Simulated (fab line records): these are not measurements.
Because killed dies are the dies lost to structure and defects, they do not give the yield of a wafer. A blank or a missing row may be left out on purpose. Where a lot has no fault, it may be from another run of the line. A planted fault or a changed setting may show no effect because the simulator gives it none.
Chamber matching + flow nand harc + 4 sister chambers for NHARC_A_STAIRCASE_ETCH_271 on rie diel-06
The step etches the open film in CF4/CHF3. 4 wafers are shown with their chamber, then 9 later ones without.

EACH WAFER AND ITS CHAMBER
| wafer  | chamber | showerhead plenum p Torr (Torr) |
|--------|---------|---------------------------------|
| L084.6 | 2       | 1.66                            |
| L086.3 | 1       | 1.50                            |
| L086.4 | 3       | 1.48                            |
| L086.6 | 0       | 1.49                            |

WAFERS MISSING THEIR CHAMBER
| wafer  | showerhead plenum p Torr (Torr) |
|--------|---------------------------------|
| L087.2 | 1.48                            |
| L087.5 | 1.48                            |
| L087.6 | 1.48                            |
| L091.3 | 1.65                            |
| L091.4 | 1.65                            |
| L091.6 | 1.50                            |
| L095.2 | 1.49                            |
| L095.4 | 1.48                            |
| L095.6 | 1.49                            |

WHICH CHAMBER EACH ONE RAN IN
| wafer  | from the rows above | in truth                   |
|--------|---------------------|----------------------------|
| L087.2 | 3                   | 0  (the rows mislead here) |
| L087.5 | 3                   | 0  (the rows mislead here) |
| L087.6 | 3                   | 3                          |
| L091.3 | 2                   | 2                          |
| L091.4 | 2                   | 2                          |
| L091.6 | 1                   | 1                          |
| L095.2 | 0                   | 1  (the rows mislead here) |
| L095.4 | 3                   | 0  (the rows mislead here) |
| L095.6 | 0                   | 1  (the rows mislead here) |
Placed correctly: 4 of 9. Left unplaced by these rows: 0. 5 placed wrongly.
How it was worked out, from the rows above alone: a wafer's distance from a chamber is the root of the sum, over the readings, of the square of ((its reading less the chamber's mean) divided by the reading's scatter). If the next closest chamber is less than 2 further off than the closest, the wafer can't be placed; otherwise it belongs to the closest. For every chamber, the mean is computed from those of its wafers that are shown. The scatter: with one shown wafer a chamber, the root of the mean of the squares of how far each hidden wafer lies from its nearest shown one.
